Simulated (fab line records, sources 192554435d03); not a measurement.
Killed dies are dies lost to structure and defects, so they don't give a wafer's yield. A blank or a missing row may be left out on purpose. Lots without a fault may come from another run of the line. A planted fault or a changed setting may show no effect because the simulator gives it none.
Chamber matching | flow n5_finfet | N5_BEOL_M4_STRIP_36 on rie_diel-02: 4 sister chambers
The step strips in N2/H2. 36 wafers are shown with their chamber, then 12 later ones without.

WAFERS WITH THEIR CHAMBER
wafer  | chamber | showerhead_plenum_p_Torr (Torr) | drypump_motor_current_A (A) | throttle_valve_pct (%)
L076.1 | 3       | 2.52                            | 5.6                         | 23.7
L076.4 | 0       | 2.40                            | 5.3                         | 23.3
L076.6 | 0       | 2.39                            | 5.3                         | 23.3
L080.1 | 1       | 2.62                            | 6.3                         | 23.7
L080.2 | 0       | 2.39                            | 5.3                         | 23.3
L080.3 | 3       | 2.52                            | 5.6                         | 23.7
L080.4 | 2       | 2.63                            | 5.2                         | 24.3
L080.5 | 0       | 2.39                            | 5.3                         | 23.3
L080.6 | 1       | 2.62                            | 6.2                         | 23.8
L078.1 | 2       | 2.63                            | 5.3                         | 24.3
L078.2 | 0       | 2.39                            | 5.3                         | 23.3
L078.3 | 1       | 2.62                            | 6.2                         | 23.7
L078.4 | 3       | 2.52                            | 5.6                         | 23.6
L078.5 | 3       | 2.52                            | 5.6                         | 23.6
L078.6 | 0       | 2.39                            | 5.3                         | 23.3
L082.1 | 1       | 2.62                            | 6.3                         | 23.7
L082.2 | 0       | 2.39                            | 5.3                         | 23.3
L082.3 | 2       | 2.63                            | 5.2                         | 24.3
L082.4 | 3       | 2.52                            | 5.6                         | 23.7
L082.5 | 2       | 2.63                            | 5.2                         | 24.3
L082.6 | 3       | 2.52                            | 5.6                         | 23.7
L083.2 | 2       | 2.63                            | 5.2                         | 24.3
L083.5 | 0       | 2.39                            | 5.3                         | 23.3
L083.6 | 3       | 2.52                            | 5.6                         | 23.7
L081.1 | 0       | 2.39                            | 5.3                         | 23.3
L081.2 | 1       | 2.62                            | 6.2                         | 23.7
L081.3 | 3       | 2.52                            | 5.6                         | 23.7
L081.4 | 2       | 2.63                            | 5.2                         | 24.3
L081.5 | 2       | 2.63                            | 5.2                         | 24.3
L081.6 | 3       | 2.52                            | 5.6                         | 23.7
L084.1 | 1       | 2.62                            | 6.2                         | 23.7
L084.3 | 2       | 2.63                            | 5.2                         | 24.3
L084.4 | 3       | 2.52                            | 5.6                         | 23.7
L093.1 | 2       | 2.62                            | 5.2                         | 24.0
L093.3 | 3       | 2.51                            | 5.6                         | 23.7
L093.6 | 2       | 2.62                            | 5.2                         | 24.0

SIGNATURES (means of the wafers above)
reading                  | chamber 0 | chamber 1 | chamber 2 | chamber 3 | scatter within a chamber
showerhead_plenum_p_Torr | 2.3911    | 2.6200    | 2.6280    | 2.5191    | 0.00326
drypump_motor_current_A  | 5.300     | 6.233     | 5.210     | 5.600     | 0.0264
throttle_valve_pct       | 23.300    | 23.717    | 24.240    | 23.682    | 0.0726
Rule: a wafer's distance from a chamber is the root of the sum, over the readings, of the square of ((its reading less the chamber's mean) divided by the reading's scatter). The wafer belongs to the nearest chamber; if the next one is less than 2 further off, it can't be placed. The scatter: the root of (the sum of the squares of (reading less its chamber's mean) over the shown wafers, divided by (wafers less chambers)).

WAFERS WITHOUT THEIR CHAMBER
wafer  | showerhead_plenum_p_Torr (Torr) | drypump_motor_current_A (A) | throttle_valve_pct (%)
L095.1 | 2.51                            | 5.6                         | 23.7
L095.3 | 2.62                            | 5.2                         | 24.1
L095.4 | 2.51                            | 5.6                         | 23.7
L096.1 | 2.60                            | 6.2                         | 23.5
L096.2 | 2.50                            | 5.6                         | 23.7
L096.3 | 2.62                            | 5.2                         | 24.1
L096.4 | 2.60                            | 6.3                         | 23.5
L096.5 | 2.50                            | 5.6                         | 23.7
L096.6 | 2.62                            | 5.2                         | 24.0
L097.1 | 2.50                            | 5.6                         | 23.7
L097.3 | 2.62                            | 5.2                         | 24.1
L097.5 | 2.62                            | 5.2                         | 24.1

WHICH CHAMBER EACH WENT THROUGH
wafer  | from the rows above | in truth
L095.1 | 3                   | 3
L095.3 | 2                   | 2
L095.4 | 3                   | 3
L096.1 | 1                   | 1
L096.2 | 3                   | 3
L096.3 | 2                   | 2
L096.4 | 1                   | 1
L096.5 | 3                   | 3
L096.6 | 2                   | 2
L097.1 | 3                   | 3
L097.3 | 2                   | 2
L097.5 | 2                   | 2
Placed correctly: 12 of 12. Can't be placed from these rows: 0. Placed wrongly: 0.
